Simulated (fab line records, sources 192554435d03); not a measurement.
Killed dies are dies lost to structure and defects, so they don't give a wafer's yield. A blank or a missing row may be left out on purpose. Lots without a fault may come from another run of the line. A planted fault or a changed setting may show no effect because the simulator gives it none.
Which tool did it? | flow n5_finfet | 22 lots, 66 wafers sampled, at 6 steps of a route of 1938

WHAT THE GAUGES READ, wafer by wafer
The record holds no reading of a measuring or inspecting step that can be judged against a usual standard deviation.

WHICH TOOL RAN EACH LOT (tool, then ch and the chambers of the sampled wafers, then the start)
lot  | N5_BEOL_M3_STRIP_36                | N5_BEOL_M3_TRENCH_ETCH_37                     | N5_BEOL_M3_SURFACE_TREAT_85  | N5_BEOL_M3_ANNEAL_82         | N5_BEOL_M3_SPUTTER_88        | N5_BEOL_M4_ETCH_64
L074 | rie_diel-06 ch 1,2,3, day 6 23:37  | rie_diel-06 ch 1,2,3, day 7 00:50 or earlier  | pvd_sputter-01, day 7 00:50  | pvd_sputter-01, day 7 01:47  | pvd_sputter-01, day 7 02:08  | rie_diel-04 ch 2,3, day 7 05:41
L075 | rie_diel-03 ch 1,3, day 7 15:29    | rie_diel-03 ch 1,3, day 7 16:50 or earlier    | pvd_sputter-02, day 7 16:50  | pvd_sputter-02, day 7 17:43  | pvd_sputter-02, day 7 18:04  | rie_diel-05 ch 1,2, day 7 22:12
L076 | rie_diel-03 ch 1,2, day 8 00:08    | rie_diel-03 ch 1,2, day 8 01:08 or earlier    | pvd_sputter-01, day 8 01:08  | pvd_sputter-01, day 8 01:53  | pvd_sputter-01, day 8 02:14  | rie_diel-04 ch 0,3, day 8 05:31
L077 | rie_diel-03 ch 2,3, day 8 00:37    | rie_diel-03 ch 2,3, day 8 01:41 or earlier    | pvd_sputter-02, day 8 01:41  | pvd_sputter-03, day 8 03:01  | pvd_sputter-03, day 8 03:22  | rie_diel-05 ch 0,3, day 8 08:02
L078 | rie_diel-06 ch 1,3, day 8 04:01    | rie_diel-06 ch 1,3, day 8 04:59 or earlier    | pvd_sputter-02, day 8 04:59  | pvd_sputter-03, day 8 05:53  | pvd_sputter-03, day 8 06:15  | rie_diel-05 ch 0,2, day 8 09:21
L079 | rie_diel-02 ch 0,1,3, day 8 10:44  | rie_diel-02 ch 0,1,3, day 8 13:01 or earlier  | pvd_sputter-01, day 8 13:01  | pvd_sputter-02, day 8 13:46  | pvd_sputter-02, day 8 14:07  | rie_diel-04 ch 1,3, day 8 17:23
L080 | rie_diel-03 ch 0,1,2, day 8 22:34  | rie_diel-03 ch 0,1,2, day 8 23:36 or earlier  | pvd_sputter-02, day 8 23:36  | pvd_sputter-02, day 9 00:21  | pvd_sputter-02, day 9 00:43  | rie_diel-04 ch 1,2, day 9 05:10
L082 | rie_diel-02 ch 1,3, day 8 22:43    | rie_diel-02 ch 1,3, day 8 23:38 or earlier    | pvd_sputter-02, day 8 23:38  | pvd_sputter-01, day 9 00:32  | pvd_sputter-01, day 9 00:53  | rie_diel-05 ch 0,3, day 9 05:28
L081 | rie_diel-03 ch 0,2,3, day 9 05:23  | rie_diel-03 ch 0,2,3, day 9 06:17 or earlier  | pvd_sputter-03, day 9 06:17  | pvd_sputter-03, day 9 07:01  | pvd_sputter-03, day 9 07:23  | rie_diel-04 ch 0,1,3, day 9 12:43
L083 | rie_diel-02 ch 0,1,3, day 9 05:25  | rie_diel-02 ch 0,1,3, day 9 06:19 or earlier  | pvd_sputter-03, day 9 06:19  | pvd_sputter-02, day 9 07:10  | pvd_sputter-02, day 9 07:31  | rie_diel-04 ch 0,1,2, day 9 13:26
L084 | rie_diel-06 ch 0,2,3, day 9 15:47  | rie_diel-06 ch 0,2,3, day 9 16:48 or earlier  | pvd_sputter-01, day 9 16:48  | pvd_sputter-01, day 9 17:34  | pvd_sputter-01, day 9 17:55  | rie_diel-01 ch 1,2, day 9 20:42
L085 | rie_diel-06 ch 0,1,2, day 9 21:01  | rie_diel-06 ch 0,1,2, day 9 22:01 or earlier  | pvd_sputter-02, day 9 22:01  | pvd_sputter-02, day 9 22:52  | pvd_sputter-02, day 9 23:13  | rie_diel-05 ch 0,1, day 10 02:27
L087 | rie_diel-02 ch 1,3, day 10 09:22   | rie_diel-02 ch 1,3, day 10 10:52 or earlier   | pvd_sputter-02, day 10 10:52 | pvd_sputter-02, day 10 11:38 | pvd_sputter-02, day 10 12:00 | rie_diel-01 ch 1,2,3, day 10 15:04
L086 | rie_diel-03 ch 0,1,2, day 10 13:52 | rie_diel-03 ch 0,1,2, day 10 14:46 or earlier | pvd_sputter-01, day 10 14:46 | pvd_sputter-02, day 10 15:35 | pvd_sputter-02, day 10 15:57 | rie_diel-05 ch 0,1,3, day 10 21:13
L089 | rie_diel-03 ch 0,1,2, day 10 22:10 | rie_diel-03 ch 0,1,2, day 10 23:32 or earlier | pvd_sputter-03, day 10 23:32 | pvd_sputter-03, day 11 00:16 | pvd_sputter-03, day 11 00:38 | rie_diel-01 ch 1,3, day 11 03:34
L088 | rie_diel-03 ch 1,2, day 10 22:34   | rie_diel-03 ch 1,2, day 10 23:40 or earlier   | pvd_sputter-03, day 10 23:40 | pvd_sputter-02, day 11 00:53 | pvd_sputter-02, day 11 01:14 | rie_diel-05 ch 1,2, day 11 06:10
L090 | rie_diel-03 ch 1,3, day 11 00:10   | rie_diel-03 ch 1,3, day 11 02:36 or earlier   | pvd_sputter-02, day 11 02:36 | pvd_sputter-01, day 11 03:22 | pvd_sputter-01, day 11 03:43 | rie_diel-05 ch 1,2, day 11 06:43
L092 | rie_diel-03 ch 0,3, day 11 17:16   | rie_diel-03 ch 0,3, day 11 18:38 or earlier   | pvd_sputter-03, day 11 18:38 | pvd_sputter-02, day 11 19:43 | pvd_sputter-02, day 11 20:05 | rie_diel-01 ch 0,1,3, day 11 23:08
L094 | rie_diel-03 ch 0,2,3, day 12 03:17 | rie_diel-03 ch 0,2,3, day 12 04:29 or earlier | pvd_sputter-02, day 12 04:29 | pvd_sputter-03, day 12 05:19 | pvd_sputter-03, day 12 05:41 | rie_diel-01 ch 0,1,2, day 12 08:32
L093 | rie_diel-03 ch 0,2, day 12 03:46   | rie_diel-03 ch 0,2, day 12 04:37 or earlier   | pvd_sputter-01, day 12 04:37 | pvd_sputter-02, day 12 05:29 | pvd_sputter-02, day 12 05:51 | rie_diel-01 ch 1,3, day 12 08:46
L095 | rie_diel-03 ch 1,3, day 12 07:32   | rie_diel-03 ch 1,3, day 12 08:23 or earlier   | pvd_sputter-03, day 12 08:23 | pvd_sputter-01, day 12 09:07 | pvd_sputter-01, day 12 09:29 | rie_diel-05 ch 0,1, day 12 12:26
L097 | rie_diel-03 ch 0,2, day 13 05:19   | rie_diel-03 ch 0,2, day 13 06:28 or earlier   | pvd_sputter-01, day 13 06:28 | pvd_sputter-01, day 13 07:28 | pvd_sputter-01, day 13 07:50 | rie_diel-01 ch 0,1,3, day 13 12:58
- N5_BEOL_M3_STRIP_36: strips in N2/H2.
- N5_BEOL_M3_TRENCH_ETCH_37: etches SiOC in C4F6/O2, target depth 55.555 nm, time 29.2 s.
- N5_BEOL_M3_SURFACE_TREAT_85
- N5_BEOL_M3_ANNEAL_82: time 240 s.
- N5_BEOL_M3_SPUTTER_88: material Cu, target thk 4.5 nm, time 8.29 s.
- N5_BEOL_M4_ETCH_64: etches SOC in N2/H2, target depth 75 nm, overetch 22.5 nm, time 121.9 s.

WHAT THE TOOLS THEMSELVES READ (means of the sampled wafers that have a number; where no wafer has one, the mark that the record gives instead)
N5_BEOL_M3_STRIP_36. Usual: chamber_pressure_mTorr 20.00 mTorr, standard deviation 0.031; drypump_motor_current_A 5.8 A, standard deviation 0.47; oes_product_au 0.81 a.u., standard deviation 0.088; rf_vpp_V 59.1 V, standard deviation 1.4; showerhead_plenum_p_Torr 2.55 Torr, standard deviation 0.09; throttle_valve_pct 23.7 %, standard deviation 0.31.
lot  | tool        | chamber_pressure_mTorr (mTorr) | drypump_motor_current_A (A) | oes_product_au (a.u.) | rf_vpp_V (V) | showerhead_plenum_p_Torr (Torr) | throttle_valve_pct (%) | flag
L074 | rie_diel-06 | 20.02                          | 5.8                         | 0.89                  | 59.4         | 2.62                            | 23.5                   |
L075 | rie_diel-03 | 20.01                          | 5.7                         | 0.72                  | 58.5         | 2.60                            | 24.0                   |
L076 | rie_diel-03 | 20.01                          | 5.7                         | 0.75                  | 59.6         | 2.58                            | 24.1                   |
L077 | rie_diel-03 | 19.96                          | 5.3                         | 0.73                  | 58.9         | 2.47                            | 24.0                   |
L078 | rie_diel-06 | 20.02                          | 6.1                         | 0.89                  | 58.0         | 2.61                            | 23.4                   |
L079 | rie_diel-02 | 20.02                          | 5.9                         | 0.85                  | 60.4         | 2.68                            | 23.3                   |
L080 | rie_diel-03 | 20.02                          | 6.0                         | 0.79                  | 59.7         | 2.53                            | 23.9                   |
L082 | rie_diel-02 | 20.00                          | 6.0                         | 0.81                  | 59.3         | 2.67                            | 23.3                   |
L081 | rie_diel-03 | 19.98                          | 5.8                         | 0.88                  | 58.8         | 2.48                            | 23.7                   |
L083 | rie_diel-02 | 20.03                          | 5.9                         | 0.83                  | 57.6         | 2.68                            | 23.3                   |
L084 | rie_diel-06 | 19.99                          | 5.7                         | 0.78                  | 59.0         | 2.58                            | 23.7                   |
L085 | rie_diel-06 | 20.00                          | 5.8                         | 0.81                  | 60.8         | 2.55                            | 23.6                   |
L087 | rie_diel-02 | 20.02                          | 6.0                         | 0.80                  | 59.3         | 2.66                            | 23.3                   |
L086 | rie_diel-03 | 19.98                          | 6.0                         | 0.78                  | 58.3         | 2.52                            | 24.0                   |
L089 | rie_diel-03 | 19.99                          | 6.0                         | 0.78                  | 59.3         | 2.52                            | 23.9                   |
L088 | rie_diel-03 | 19.99                          | 5.5                         | 0.73                  | 58.6         | 2.51                            | 24.1                   |
L090 | rie_diel-03 | 20.01                          | 5.5                         | 0.86                  | 58.3         | 2.54                            | 23.8                   |
L092 | rie_diel-03 | 20.00                          | 5.8                         | 0.90                  | 59.5         | 2.49                            | 23.6                   |
L094 | rie_diel-03 | 19.99                          | 5.8                         | 0.83                  | 59.0         | 2.47                            | 23.8                   |
L093 | rie_diel-03 | 19.99                          | 6.2                         | 0.81                  | 59.2         | 2.47                            | 23.8                   |
L095 | rie_diel-03 | 20.01                          | 5.5                         | 0.85                  | 59.9         | 2.54                            | 23.8                   |
L097 | rie_diel-03 | 20.00                          | 6.2                         | 0.80                  | 59.6         | 2.46                            | 23.8                   |

N5_BEOL_M3_TRENCH_ETCH_37. Usual: chamber_pressure_mTorr 29.996 mTorr, standard deviation 0.027; drypump_motor_current_A 5.8 A, standard deviation 0.47; mfc_ar_sccm 300.0 sccm, standard deviation 0.98; oes_product_au 0.81 a.u., standard deviation 0.087; rf_vpp_V 669 V, standard deviation 7.7; showerhead_plenum_p_Torr 2.86 Torr, standard deviation 0.098; throttle_valve_pct 20.86 %, standard deviation 0.21.
lot  | tool        | chamber_pressure_mTorr (mTorr) | drypump_motor_current_A (A) | mfc_ar_sccm (sccm) | oes_product_au (a.u.) | rf_vpp_V (V) | showerhead_plenum_p_Torr (Torr) | throttle_valve_pct (%) | flag
L074 | rie_diel-06 | 30.003                         | 5.7                         | 300.1              | 0.90                  | 665          | 2.94                            | 20.63                  |
L075 | rie_diel-03 | 30.011                         | 5.8                         | 300.4              | 0.72                  | 670          | 2.91                            | 21.14                  |
L076 | rie_diel-03 | 29.993                         | 5.7                         | 300.0              | 0.75                  | 666          | 2.89                            | 21.03                  |
L077 | rie_diel-03 | 29.994                         | 5.3                         | 298.8              | 0.73                  | 668          | 2.76                            | 21.02                  |
L078 | rie_diel-06 | 30.001                         | 6.0                         | 300.5              | 0.89                  | 659          | 2.94                            | 20.58                  |
L079 | rie_diel-02 | 29.999                         | 5.9                         | 300.1              | 0.85                  | 672          | 3.00                            | 20.59                  |
L080 | rie_diel-03 | 30.018                         | 6.0                         | 300.1              | 0.79                  | 669          | 2.83                            | 20.93                  |
L082 | rie_diel-02 | 29.969                         | 6.0                         | 299.8              | 0.82                  | 673          | 2.99                            | 20.59                  |
L081 | rie_diel-03 | 29.991                         | 5.8                         | 299.8              | 0.88                  | 673          | 2.78                            | 20.87                  |
L083 | rie_diel-02 | 30.023                         | 5.9                         | 299.1              | 0.84                  | 673          | 2.99                            | 20.60                  |
L084 | rie_diel-06 | 29.995                         | 5.6                         | 300.4              | 0.79                  | 663          | 2.90                            | 20.80                  |
L085 | rie_diel-06 | 30.007                         | 5.8                         | 299.3              | 0.82                  | 664          | 2.87                            | 20.82                  |
L087 | rie_diel-02 | 29.998                         | 6.1                         | 300.6              | 0.80                  | 675          | 2.98                            | 20.62                  |
L086 | rie_diel-03 | 30.005                         | 6.0                         | 300.8              | 0.78                  | 669          | 2.82                            | 20.95                  |
L089 | rie_diel-03 | 29.962                         | 6.0                         | 300.5              | 0.77                  | 669          | 2.82                            | 20.96                  |
L088 | rie_diel-03 | 29.989                         | 5.5                         | 299.1              | 0.74                  | 665          | 2.80                            | 21.01                  |
L090 | rie_diel-03 | 29.960                         | 5.6                         | 299.9              | 0.86                  | 674          | 2.86                            | 20.98                  |
L092 | rie_diel-03 | 29.997                         | 5.7                         | 301.0              | 0.89                  | 677          | 2.79                            | 20.88                  |
L094 | rie_diel-03 | 29.982                         | 5.8                         | 299.8              | 0.83                  | 673          | 2.77                            | 20.90                  |
L093 | rie_diel-03 | 29.989                         | 6.2                         | 300.3              | 0.81                  | 673          | 2.76                            | 20.87                  |
L095 | rie_diel-03 | 29.993                         | 5.5                         | 300.2              | 0.85                  | 673          | 2.85                            | 20.99                  |
L097 | rie_diel-03 | 30.000                         | 6.2                         | 300.2              | 0.80                  | 672          | 2.76                            | 20.87                  |

N5_BEOL_M3_ANNEAL_82. Usual: heater_power_w 791 W, standard deviation 96.
lot  | tool           | heater_power_w (W) | flag
L074 | pvd_sputter-01 | 885                |
L075 | pvd_sputter-02 | 717                |
L076 | pvd_sputter-01 | 930                |
L077 | pvd_sputter-03 | 753                |
L078 | pvd_sputter-03 | 770                |
L079 | pvd_sputter-02 | 731                |
L080 | pvd_sputter-02 | 724                |
L082 | pvd_sputter-01 | 884                |
L081 | pvd_sputter-03 | 804                |
L083 | pvd_sputter-02 | 787                |
L084 | pvd_sputter-01 | 830                |
L085 | pvd_sputter-02 | 726                |
L087 | pvd_sputter-02 | 659                |
L086 | pvd_sputter-02 | 777                |
L089 | pvd_sputter-03 | 802                |
L088 | pvd_sputter-02 | 732                |
L090 | pvd_sputter-01 | 796                |
L092 | pvd_sputter-02 | 712                |
L094 | pvd_sputter-03 | 767                |
L093 | pvd_sputter-02 | 810                |
L095 | pvd_sputter-01 | 816                |
L097 | pvd_sputter-01 | 895                |

N5_BEOL_M3_SPUTTER_88. Usual: chamber_pressure_pa 0.07 Pa, standard deviation 0.00013; throttle_valve_pct 29.6 %, standard deviation 1.4.
lot  | tool           | chamber_pressure_pa (Pa) | throttle_valve_pct (%) | flag
L074 | pvd_sputter-01 | 0.07                     | 28.9                   |
L075 | pvd_sputter-02 | 0.07                     | 30.1                   |
L076 | pvd_sputter-01 | 0.07                     | 28.7                   |
L077 | pvd_sputter-03 | 0.07                     | 30.7                   |
L078 | pvd_sputter-03 | 0.07                     | 30.8                   |
L079 | pvd_sputter-02 | 0.07                     | 29.9                   |
L080 | pvd_sputter-02 | 0.07                     | 30.3                   |
L082 | pvd_sputter-01 | 0.07                     | 29.2                   |
L081 | pvd_sputter-03 | 0.07                     | 30.3                   |
L083 | pvd_sputter-02 | 0.07                     | 30.4                   |
L084 | pvd_sputter-01 | 0.07                     | 28.3                   |
L085 | pvd_sputter-02 | 0.07                     | 30.4                   |
L087 | pvd_sputter-02 | 0.07                     | 30.2                   |
L086 | pvd_sputter-02 | 0.07                     | 29.9                   |
L089 | pvd_sputter-03 | 0.07                     | 30.2                   |
L088 | pvd_sputter-02 | 0.07                     | 30.4                   |
L090 | pvd_sputter-01 | 0.07                     | 27.4                   |
L092 | pvd_sputter-02 | 0.07                     | 30.8                   |
L094 | pvd_sputter-03 | 0.07                     | 30.2                   |
L093 | pvd_sputter-02 | 0.07                     | 29.3                   |
L095 | pvd_sputter-01 | 0.07                     | 27.9                   |
L097 | pvd_sputter-01 | 0.07                     | 29.3                   |

N5_BEOL_M4_ETCH_64. Usual: chamber_pressure_mTorr 29.999 mTorr, standard deviation 0.027; drypump_motor_current_A 5.9 A, standard deviation 0.51; oes_product_au 0.60 a.u., standard deviation 0.058; rf_vpp_V 524.2 V, standard deviation 2.4; showerhead_plenum_p_Torr 2.55 Torr, standard deviation 0.08; throttle_valve_pct 17.75 %, standard deviation 0.27.
lot  | tool        | chamber_pressure_mTorr (mTorr) | drypump_motor_current_A (A) | oes_product_au (a.u.) | rf_vpp_V (V) | showerhead_plenum_p_Torr (Torr) | throttle_valve_pct (%) | flag
L074 | rie_diel-04 | 30.009                         | 5.7                         | 0.53                  | 526.4        | 2.62                            | 17.61                  |
L075 | rie_diel-05 | 30.036                         | 6.5                         | 0.57                  | 525.0        | 2.57                            | 17.77                  |
L076 | rie_diel-04 | 29.990                         | 6.0                         | 0.55                  | 523.7        | 2.56                            | 17.57                  |
L077 | rie_diel-05 | 30.009                         | 5.6                         | 0.60                  | 525.5        | 2.59                            | 17.69                  |
L078 | rie_diel-05 | 30.004                         | 6.3                         | 0.60                  | 523.0        | 2.52                            | 17.66                  |
L079 | rie_diel-04 | 30.030                         | 5.7                         | 0.58                  | 525.2        | 2.58                            | 17.92                  |
L080 | rie_diel-04 | 30.020                         | 5.8                         | 0.67                  | 525.2        | 2.59                            | 17.56                  |
L082 | rie_diel-05 | 30.017                         | 5.6                         | 0.61                  | 523.2        | 2.52                            | 17.60                  |
L081 | rie_diel-04 | 30.012                         | 6.0                         | 0.55                  | 523.5        | 2.52                            | 17.79                  |
L083 | rie_diel-04 | 30.008                         | 6.0                         | 0.60                  | 523.2        | 2.52                            | 17.70                  |
L084 | rie_diel-01 | 29.978                         | 6.6                         | 0.61                  | 523.9        | 2.55                            | 18.07                  |
L085 | rie_diel-05 | 30.015                         | 5.8                         | 0.65                  | 522.1        | 2.50                            | 17.48                  |
L087 | rie_diel-01 | 30.005                         | 6.1                         | 0.57                  | 522.0        | 2.49                            | 17.95                  |
L086 | rie_diel-05 | 29.981                         | 5.8                         | 0.63                  | 524.8        | 2.57                            | 17.59                  |
L089 | rie_diel-01 | 29.990                         | 6.1                         | 0.60                  | 523.0        | 2.51                            | 18.09                  |
L088 | rie_diel-05 | 30.007                         | 6.5                         | 0.61                  | 524.5        | 2.56                            | 17.67                  |
L090 | rie_diel-05 | 29.985                         | 6.4                         | 0.65                  | 524.9        | 2.58                            | 17.55                  |
L092 | rie_diel-01 | 29.987                         | 5.7                         | 0.61                  | 523.2        | 2.51                            | 18.04                  |
L094 | rie_diel-01 | 29.974                         | 6.2                         | 0.60                  | 524.9        | 2.55                            | 18.05                  |
L093 | rie_diel-01 | 29.997                         | 5.6                         | 0.57                  | 521.5        | 2.45                            | 17.97                  |
L095 | rie_diel-05 | 29.992                         | 6.1                         | 0.65                  | 523.8        | 2.54                            | 17.48                  |
L097 | rie_diel-01 | 29.989                         | 5.7                         | 0.67                  | 525.9        | 2.61                            | 17.93                  |

THE ANSWER, worked out from the rows above alone
Rule: a lot is off if the mean of its wafers that have a number lies more than 3 standard deviations from the usual mean. A lot without any number at a reading at which 4 lots or more have one is off too. The other lots that the step has rows for count as sound. The gauges are gone through in route order, then the tools' own readings, and for those a lot's mean is taken as printed above. The first step at which some lot is off is used, and at that step the reading that is off furthest; a lot without a number counts as furthest.
No lot is off at any reading shown: from this, nothing can be told.

WHAT THE SIMULATOR HAD PUT IN
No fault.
